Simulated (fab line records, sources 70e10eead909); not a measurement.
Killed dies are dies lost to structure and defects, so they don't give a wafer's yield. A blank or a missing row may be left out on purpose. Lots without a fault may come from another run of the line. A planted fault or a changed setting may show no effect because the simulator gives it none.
A struck lot beside a sound one | flow nand_harc | 13 steps out of a route of 1159
Sound: wafers L485.1, L485.2, L485.3. Struck: wafers L489.2, L489.3, L489.6. The cause comes at the end.
At each step with rows: each side's tool, then ch and its chambers, then its first start. Under that, the readings that differ: sound wafers | struck wafers | difference of the means | sigmas: that difference in standard deviations of wafers without a fault.
alike: readings whose means differ by less than 2 such deviations, and words and numbers that are the same on both sides. not compared: withheld readings, readings that some wafer has no value for, bounds like >300 that may hide the same value, and numbers for which the record gives no deviation and whose values overlap.
The two part at a step that has a row with sigmas, a row that says differs or no value, or rows on one side only. Numbers that don't overlap but have no deviation are shown without sigmas and don't part them. A reading that every wafer of one side lacks parts them only if that side has two wafers or more.

NHARC_P_CONTACT_CMP_24: polishes, t overpolish 30 s, target thk 200 nm.
  sound on cmp-04 ch 0,2,3, day 6 11:11; struck on cmp-04 ch 1,2, day 7 16:23
  alike: motor_current_A, overpolish_run_s, slurry_filter_dp_kPa, time_to_endpoint_s
then, 1 step without rows for these wafers: NHARC_P_CONTACT_SRD_26.
NHARC_P_CONTACT_INSPECT_27:
  sound on defect_inspect-01, day 6 11:34; struck on defect_inspect-02, day 7 16:47
  alike: raw_defect_count
then, 8 steps without rows for these wafers: NHARC_P_M0_DEP_00 (deposits SiOC, target thk 150 nm); NHARC_P_M0_DEHYDRATE_01 (time 120 s); NHARC_P_M0_HMDS_02 (time 30 s); NHARC_P_M0_COAT_33 (time 65 s); NHARC_P_M0_COAT_03 (resist thk 90 nm); NHARC_P_M0_SOFTBAKE_04 (time 55 s); NHARC_P_M0_EBR_05; NHARC_P_M0_EXPOSE_06 (exposes mask P M0, target cd 90 nm).
NHARC_P_M0_PEB_07: peb time 65 s.
  sound on litho_track-06 ch 0, day 6 12:24; struck on litho_track-06 ch 0, day 7 17:37
  reading                  | sound                | struck            | difference | sigmas
  heater_power_total_W (W) | 156.2 156.1 156.1    | 151.9 152.0 152.7 | -3.9       | -9
  plate_temp_C (C)         | 100.04 100.03 100.38 | 98.10 98.00 98.29 | -2.02      | -13
  alike: resist_line_temp_C
then, 1 step without rows for these wafers: NHARC_P_M0_DEVELOP_08 (develop time 35 s).

WHERE THEY PART
Only at NHARC_P_M0_PEB_07, within this record.

WHY: what the simulator had put in
Process parameter drift: litho_track-06, from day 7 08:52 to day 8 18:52, at NHARC_P_M0_PEB_07. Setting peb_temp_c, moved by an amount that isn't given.
